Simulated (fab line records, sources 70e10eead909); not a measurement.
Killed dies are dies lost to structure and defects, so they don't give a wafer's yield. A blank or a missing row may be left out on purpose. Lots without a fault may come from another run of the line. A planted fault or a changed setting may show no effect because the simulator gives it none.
Chamber matching | flow nand_harc | NHARC_A_CHANNEL_FILL_D2_ALD_16 on ald_hk-03: 4 sister chambers
The step deposits SiO2, target thk 1.5 nm, pulse time 10 s, ald cycles 15. 8 wafers are shown with their chamber, then 8 later ones without.

WAFERS WITH THEIR CHAMBER
wafer  | chamber | heater_power_w (W) | precursor_pulse_height_rel
L702.4 | 3       | 548                | 0.995
L702.6 | 2       | 472                | 1.006
L704.2 | 1       | 476                | 1.011
L704.6 | 3       | 548                | 0.961
L705.1 | 2       | 479                | 1.019
L705.2 | 0       | 524                | 1.003
L705.4 | 1       | 470                | 0.965
L712.1 | 0       | 516                | 1.003

WAFERS WITHOUT THEIR CHAMBER
wafer  | heater_power_w (W) | precursor_pulse_height_rel
L712.4 | 452                | 0.973
L712.6 | 518                | 1.026
L713.1 | 453                | 1.023
L713.2 | 515                | 0.984
L713.3 | 569                | 1.023
L717.3 | 577                | 0.986
L717.4 | 459                | 0.986
L717.6 | 471                | 0.972

WHICH CHAMBER EACH WENT THROUGH
wafer  | from the rows above     | in truth
L712.4 | can't be placed: 1 or 2 | 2
L712.6 | 0                       | 0
L713.1 | can't be placed: 1 or 2 | 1
L713.2 | 0                       | 0
L713.3 | 3                       | 3
L717.3 | 3                       | 3
L717.4 | can't be placed: 1 or 2 | 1
L717.6 | can't be placed: 1 or 2 | 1
Placed correctly: 4 of 8. Can't be placed from these rows: 4 (the true chamber is among the candidates in 4). Placed wrongly: 0.
How it was worked out, from the rows above alone: a wafer's distance from a chamber is the root of the sum, over the readings, of the square of ((its reading less the chamber's mean) divided by the reading's scatter). The wafer belongs to the nearest chamber; if the next one is less than 2 further off, it can't be placed. A chamber's mean is the mean of its shown wafers. The scatter: the root of (the sum of the squares of (reading less its chamber's mean) over the shown wafers, divided by (wafers less chambers)).
